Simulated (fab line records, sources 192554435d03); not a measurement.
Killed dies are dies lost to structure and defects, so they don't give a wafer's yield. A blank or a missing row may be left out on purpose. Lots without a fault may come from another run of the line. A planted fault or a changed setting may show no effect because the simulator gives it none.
Split-lot experiment | flow n5_finfet | 7 lots, 39 wafers read, on a route of 1938 steps

THE SPLIT
At N5_FIN_CUT_CUT_ETCH_26 (etches SiNx in CH3F/O2, target depth 39 nm, time 55.7 s), the setting target_depth_a was moved away from the recipe's 390 angstrom on 15 of the 39 wafers read, by -57.0% to +57.9%. The other wafers ran this setting at the recipe's value.

The reading is taken at the split's own step.

THE READING
SOC_of_FIN_CUT_COAT_18.thk_nm (the simulator's own value, which no gauge read), in nm, at N5_FIN_CUT_CUT_ETCH_26 (etches SiNx in CH3F/O2, target depth 39 nm, time 55.7 s). The file gives no usual value for it. The 24 wafers here that ran the recipe average 211.5 nm, standard deviation 0.54 nm.

wafer  | tool, chamber at the split | target_depth_a as run, angstrom | against the recipe | SOC_of_FIN_CUT_COAT_18.thk_nm, nm | against lot-mates on the recipe
L074.1 | rie_diel-02, 0             | 390                             | recipe             | 211.4                             | -
L074.2 | rie_diel-02, 1             | 466.4                           | +19.6%             | 208.6                             | -3.1
L074.3 | rie_diel-02, 3             | 390                             | recipe             | 211.6                             | -
L074.4 | rie_diel-02, 0             | 466.4                           | +19.6%             | 208.2                             | -3.5
L074.5 | rie_diel-02, 3             | 390                             | recipe             | 212.2                             | -
L074.6 | rie_diel-02, 1             | 466.4                           | +19.6%             | 208.4                             | -3.3
L076.1 | rie_diel-04, 0             | 473.8                           | +21.5%             | 206.8                             | -4.2
L076.2 | rie_diel-04, 1             | 473.8                           | +21.5%             | 207.2                             | -3.8
L076.3 | rie_diel-04, 3             | 390                             | recipe             | 211.4                             | -
L076.4 | rie_diel-04, 2             | 390                             | recipe             | 210.6                             | -
L076.5 | rie_diel-04, 2             | 390                             | recipe             | 211                               | -
L076.6 | rie_diel-04, 1             | 473.8                           | +21.5%             | 207                               | -4.0
L080.1 | rie_diel-03, 3             | 390                             | recipe             | 212                               | -
L080.2 | rie_diel-03, 2             | 167.8                           | -57.0%             | 221.8                             | +9.9
L080.3 | rie_diel-03, 0             | 390                             | recipe             | 211.8                             | -
L080.4 | rie_diel-03, 2             | 390                             | recipe             | 212                               | -
L080.5 | rie_diel-03, 0             | 167.8                           | -57.0%             | 221.8                             | +9.9
L080.6 | rie_diel-03, 3             | 167.8                           | -57.0%             | 223                               | +11.1
L087.1 | rie_diel-02, 1             | 390                             | recipe             | 211.4                             | -
L087.2 | rie_diel-02, 2             | 390                             | recipe             | 211.6                             | -
L087.3 | rie_diel-02, 0             | 390                             | recipe             | 211.8                             | -
L087.4 | rie_diel-02, 3             | 390                             | recipe             | 211.4                             | -
L087.5 | rie_diel-02, 1             | 390                             | recipe             | 211.4                             | -
L087.6 | rie_diel-02, 2             | 390                             | recipe             | 212.2                             | -
L090.2 | rie_diel-03, 1             | 390                             | recipe             | 212.4                             | -
L090.4 | rie_diel-03, 0             | 390                             | recipe             | 211.8                             | -
L090.5 | rie_diel-03, 1             | 390                             | recipe             | 211.6                             | -
L094.1 | rie_diel-04, 0             | 390                             | recipe             | 210.8                             | -
L094.2 | rie_diel-04, 2             | 321                             | -17.7%             | 213.8                             | +2.7
L094.3 | rie_diel-04, 3             | 321                             | -17.7%             | 214.6                             | +3.5
L094.4 | rie_diel-04, 1             | 390                             | recipe             | 211.8                             | -
L094.5 | rie_diel-04, 2             | 321                             | -17.7%             | 214.2                             | +3.1
L094.6 | rie_diel-04, 3             | 390                             | recipe             | 210.6                             | -
L096.1 | rie_diel-04, 2             | 390                             | recipe             | 211                               | -
L096.2 | rie_diel-04, 1             | 615.9                           | +57.9%             | 200.4                             | -10.5
L096.3 | rie_diel-04, 0             | 390                             | recipe             | 210.2                             | -
L096.4 | rie_diel-04, 3             | 615.9                           | +57.9%             | 201.4                             | -9.5
L096.5 | rie_diel-04, 0             | 615.9                           | +57.9%             | 200                               | -10.9
L096.6 | rie_diel-04, 1             | 390                             | recipe             | 211.6                             | -

THE FIT
A straight line over all 39 wafers: SOC_of_FIN_CUT_COAT_18.thk_nm changes by -0.186 nm for each +1% of target_depth_a; r = -0.99; the points scatter about the line by 0.57 nm.
The same after taking each lot's own level away (the mean of its wafers on the recipe; 39 wafers): -0.179 nm for each +1%; r = -1.00; scatter 0.4 nm.
On that fit, the largest move of target_depth_a shifts the reading by 10 nm.
The lots' own levels span 210.93 to 211.93 nm, that is 1.8 times the standard deviation above.
So the lot-to-lot level changes the slope little: the two slopes agree.
Check: with one of the wafers moved furthest among these (+57.9%) left out of the fit, the line predicts -10.3 nm for it against its lot-mates. It came out at -10.5 nm against them.

OTHER SPLITS ON THESE WAFERS
These wafers also went through other splits before the reading. Each is held against what the fit with the lots' levels taken away leaves over:
other split on the same wafers     | wafers away from the commonest value | r with SOC_of_FIN_CUT_COAT_18.thk_nm (lot level and that fit taken away)
N5_FIN_SAQP_HM_DEP_03 target_thk_a | 12                                   | +0.05

THE WHOLE CHAIN: every reading that the file lists as answering this split, in the file's order
step                   | what it does                                            | reading                                                                        | change (the file's fit)               | r (the file's)
N5_FIN_CUT_CUT_ETCH_26 | etches SiNx in CH3F/O2, target depth 39 nm, time 55.7 s | etch.depth_nm (the simulator's own value, which no gauge read)                 | +0.39 nm for each +1% of the setting  | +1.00
N5_FIN_CUT_CUT_ETCH_26 | etches SiNx in CH3F/O2, target depth 39 nm, time 55.7 s | SOC_of_FIN_CUT_COAT_18.thk_nm (the simulator's own value, which no gauge read) | -0.179 nm for each +1% of the setting | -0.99

THE FILE'S OWN FIT
SOC_of_FIN_CUT_COAT_18.thk_nm changes by -0.179 nm for each +1% of target_depth_a, r = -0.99.
